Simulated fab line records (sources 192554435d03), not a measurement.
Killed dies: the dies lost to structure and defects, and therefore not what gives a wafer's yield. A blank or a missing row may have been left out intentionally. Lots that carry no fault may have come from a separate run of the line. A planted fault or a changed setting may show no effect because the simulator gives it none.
Matching of chambers ; flow n5Finfet ; 4 sister chambers for N5_PMOS_HMC_CHANNEL_EPI_DESCUM_14 on rieDiel-05
The step chemistry O2, time 7.9 s. 4 wafers are shown with their chamber, then 9 later ones without.

## EACH WAFER AND ITS CHAMBER
wafer;chamber;showerheadPlenumPTorr (Torr)
L082.1;2;2.19
L084.5;1;2.18
L085.2;3;2.08
L085.6;0;2.18

## WAFERS WITHOUT THEIR CHAMBER
wafer;showerheadPlenumPTorr (Torr)
L090.4;2.18
L090.5;2.18
L090.6;2.18
L095.4;2.07
L095.5;2.18
L095.6;2.07
L097.2;2.17
L097.4;2.07
L097.5;2.17

## THE CHAMBER EACH PASSED THROUGH
wafer;from the rows above;in truth
L090.4;can't be placed: 0 or 1 or 2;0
L090.5;can't be placed: 0 or 1 or 2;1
L090.6;can't be placed: 0 or 1 or 2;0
L095.4;3;3
L095.5;can't be placed: 0 or 1 or 2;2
L095.6;3;3
L097.2;can't be placed: 0 or 1 or 2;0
L097.4;3;3
L097.5;can't be placed: 0 or 1 or 2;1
Correctly placed: 3 of 9. Cannot be placed on the basis of these rows: 6; the candidates contain the true chamber in 6. Placed wrongly: 0.
How it was worked out, from the rows above alone: a wafer's distance from a chamber is the root of the sum, over the readings, of the square of ((its reading less the chamber's mean) divided by the reading's scatter). The wafer belongs to the nearest chamber; if the next one is less than 2 further off, it can't be placed. Each chamber's mean is taken over the wafers shown for it. The scatter (one wafer shown for each chamber): square how far every hidden wafer sits from the nearest shown wafer, average those squares and take the square root.
